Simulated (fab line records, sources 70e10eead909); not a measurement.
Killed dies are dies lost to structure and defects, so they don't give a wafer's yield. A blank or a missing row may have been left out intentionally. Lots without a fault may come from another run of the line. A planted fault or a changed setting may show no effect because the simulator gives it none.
Chamber matching | flow nand harc | 4 sister chambers for NHARC_A_STAIRCASE_ETCH_271 on rie diel-10
The step etches the open film in CF4/CHF3. 8 wafers are shown with their chamber, then 8 later ones without.

## EACH WAFER AND ITS CHAMBER
wafer  | chamber | cf4 flow sccm (sccm) | showerhead plenum p Torr (Torr)
L075.3 | 3       | 99.34                | 1.46
L083.1 | 1       | 100.35               | 1.48
L083.2 | 0       | 100.46               | 1.53
L083.3 | 3       | 99.66                | 1.69
L085.1 | 0       | 100.19               | 1.53
L085.2 | 1       | 100.08               | 1.48
L085.6 | 2       | 99.67                | 1.57
L087.1 | 2       | 99.74                | 1.57

## WAFERS WITHOUT THEIR CHAMBER
wafer  | cf4 flow sccm (sccm) | showerhead plenum p Torr (Torr)
L087.4 | 100.53               | 1.47
L087.6 | 100.12               | 1.69
L088.2 | 99.62                | 1.47
L088.3 | 99.99                | 1.53
L088.5 | 99.47                | 1.57
L090.2 | 100.29               | 1.53
L090.3 | 99.62                | 1.69
L090.5 | 99.58                | 1.47

## THE CHAMBER EACH PASSED THROUGH
wafer  | from the rows above               | in truth
L087.4 | can't be placed: 0 or 1           | 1
L087.6 | can't be placed: 0 or 1 or 2 or 3 | 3
L088.2 | can't be placed: 2 or 3           | 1
L088.3 | can't be placed: 1 or 2 or 0 or 3 | 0
L088.5 | can't be placed: 3 or 2           | 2
L090.2 | can't be placed: 0 or 1           | 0
L090.3 | can't be placed: 2 or 3           | 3
L090.5 | can't be placed: 3 or 2           | 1
Placed correctly: 0 of 8. From these rows, 8 cannot be placed; in 6 the true chamber is one of the candidates. Number placed wrongly: 0.
How it was worked out, from the rows above alone: a wafer's distance from a chamber is the root of the sum, over the readings, of the square of ((its reading less the chamber's mean) divided by the reading's scatter). If the next closest chamber is less than 2 further off than the closest, the wafer can't be placed; otherwise it belongs to the closest. Each chamber's mean is taken over the wafers shown for it. The scatter: the root of (the sum of the squares of (reading less its chamber's mean) over the shown wafers, divided by (wafers less chambers)).
